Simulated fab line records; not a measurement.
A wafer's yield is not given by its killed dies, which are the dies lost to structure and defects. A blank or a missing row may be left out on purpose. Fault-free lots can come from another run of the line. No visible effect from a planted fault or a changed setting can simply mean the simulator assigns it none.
A lot that was struck, set against a sound lot    flow n5-finfet    37 out of 1938 route steps
Sound: wafers L697.1, L697.2, L697.3. Wafers L714.2, L714.3, L714.6 were the ones struck. Last of all comes the cause.
For every step that has rows: the tool of each side, followed by ch and its chambers, followed by its first start. Under that, the readings that differ: sound wafers    struck wafers    difference of the means    sigmas: that difference in standard deviations of wafers without a fault.
alike: a reading whose means differ by less than 2 such deviations, as well as words and numbers matching on both sides. not compared: withheld readings; readings where some wafer has no value; bounds like >300 that might hide an equal value; numbers whose values overlap and for which the record gives no deviation.
The two part at a step that has a row with sigmas, a row that says differs or no value, or rows on one side only. When numbers do not overlap yet have no deviation, they are printed without sigmas and do not part them. Lack of a reading on every wafer of one side parts them only where that side has two or more wafers.

first, 9 steps without rows for these wafers: N5_BEOL_M4_ANNEAL_95 (time 240 s); N5_BEOL_M4_SPUTTER_96 (material Cu, target thk 4.5 nm, time 8.29 s); N5_BEOL_M4_ECD_50 (material Cu, target thk 300 nm); N5_BEOL_M4_ANNEAL_51 (time 90 s); N5_BEOL_M4_CMP_52 (polishes, stops on SiOC, t overpolish 6.8 s, target thk 40 nm); N5_BEOL_M4_PRE_CLEAN_60 (time 15 s); N5_BEOL_M4_CO_CAP_55 (material Co, precursor CCTBA/H2, target thk 2 nm, time 102.1 s); N5_BEOL_M4_PRE_CLEAN_56 (time 15 s); N5_BEOL_M4_DEP_57 (deposits SiCN from 3MS/NH3, target thk 8 nm, time 14 s).
N5_BEOL_M4_RC_MEAS_101:
  sound on prober-01 ch 0, day 7 14:26; struck on prober-01 ch 0, day 12 05:41
  alike: DIBL_N, DIBL_P, IOFF_N, IOFF_P, ION_N, ION_P, SS_N, SS_P, VT_N, VT_P
then, 24 steps without rows for these wafers: N5_BEOL_M5_ILD_DEP_00 (deposits SiCOH lowk from DEMS/porogen, target thk 140.64 nm, time 25.9 s); N5_BEOL_M5_CURE_79 (cures SiCOH lowk, time 240 s); N5_BEOL_M5_PECVD_70 (deposits SiO2 from TEOS/O2, target thk 16 nm, time 18 s); N5_BEOL_M5_HM_DEP_02 (deposits TiN, target thk 20 nm); N5_BEOL_M5_COAT_59 (time 60 s, resist thk 60 nm); N5_BEOL_M5_COAT_60 (time 60 s, resist thk 12 nm); N5_BEOL_M5_COAT_71 (time 60 s, resist thk 5 nm); N5_BEOL_M5_COAT_05 (resist thk 30 nm); N5_BEOL_M5_EBR_07; N5_BEOL_M5_SOFTBAKE_06 (time 60 s); N5_BEOL_M5_EXPOSE_08 (exposes mask M5, target cd 28 nm); N5_BEOL_M5_PEB_09 (peb time 60 s); N5_BEOL_M5_DEVELOP_10 (develop time 30 s); N5_BEOL_M5_DESCUM_16 (chemistry O2, time 7 s); N5_BEOL_M5_ETCH_72 (etches underlayer in N2/H2, target depth 6.5 nm, time 5.2 s); N5_BEOL_M5_ETCH_61 (etches SiARC in CF4, target depth 15.6 nm, time 26 s); N5_BEOL_M5_ETCH_62 (etches SOC in N2/H2, target depth 75 nm, overetch 15 nm, time 112.5 s); N5_BEOL_M5_STRIP_63 (strips in N2/H2); N5_BEOL_M5_STRIP_73 (strips in N2/H2); N5_BEOL_M5_STRIP_64 (strips in CF4); N5_BEOL_M5_HM_OPEN_17 (chemistry Cl2/BCl3, target TiN, target depth 20 nm, overetch 6 nm); N5_BEOL_M5_STRIP_19 (strips in O2); N5_BEOL_M5_COAT_65 (time 60 s, resist thk 60 nm); N5_BEOL_M5_COAT_66 (time 60 s, resist thk 12 nm).
-- here the record skips 2 days between the struck wafers' starts before and after, leaving off in module BEOL_M5 and picking up in module BEOL_M9 (first step shown: number 1460 of the route) --
N5_BEOL_M9_CVD_78: deposits Co from CCTBA/H2, target thk 2 nm, time 138.9 s.
  sound on cvd-co-01 ch 0,1,2, day 9 03:13; struck on cvd-co-02 ch 0,1, day 14 15:47
  no value came back on the struck wafers for chamber-pressure-Torr (Torr), run-length-s (s); on the sound wafers chamber-pressure-Torr (Torr) reads 29.96 29.96 30.11
N5_BEOL_M9_CMP_52: polishes, stops on SiCOH lowk, t overpolish 7 s, target thk 140 nm.
  sound on cmp-03 ch 0,2,3, day 9 04:02; struck on cmp-04 ch 0,2,3, day 14 20:35
reading                       sound           struck          difference  sigmas
barrier-field-endpoint-s (s)  30.3 29.7 28.9  26.3 26.4 27.3  -3.0        -4
  alike: motor-current-A
-- here the record skips 2 days between the struck wafers' starts before and after, leaving off in module BEOL_M9 and picking up in module PASSIVATION (first step shown: number 1936 of the route) --
N5_PASSIVATION_PROBE_49:
  sound on prober-02, day 11 08:49; struck on prober-02, day 17 05:32
reading                   sound           struck          difference  sigmas
defect-limited-yield (%)  89.4 93.1 90.2  18.6 19.2 19.6  -71.8       -45
killed_at_M4_up           22 10 16        909 912 897     +890        +99 or more
killed-dies               125 82 116      960 954 949     +847        +45
killed-on-rim             15 13 14        84 113 89       +81         +20
killed-open               86 53 72        39 28 42        -34         -3
sort_bin_5_function (%)   6.2 3.6 4.7     69.0 68.6 67.5  +63.5       +64
sort_bin_6_memory (%)     4.0 2.5 4.3     12.2 12.1 12.8  +8.8        +13
sort-n-pass               1055 1098 1064  220 226 231     -847        -45
sort-yield-pct (%)        89.4 93.1 90.2  18.6 19.2 19.6  -71.8       -45
  alike: killed_at_M0_to_M3, killed-at-contacts, killed-at-front-end, killed-at-other, killed-short

## WHERE THEY PART
Earliest at N5_BEOL_M9_CVD_78; latest, in this record, at N5_PASSIVATION_PROBE_49.

WHY: whatever the simulator had introduced
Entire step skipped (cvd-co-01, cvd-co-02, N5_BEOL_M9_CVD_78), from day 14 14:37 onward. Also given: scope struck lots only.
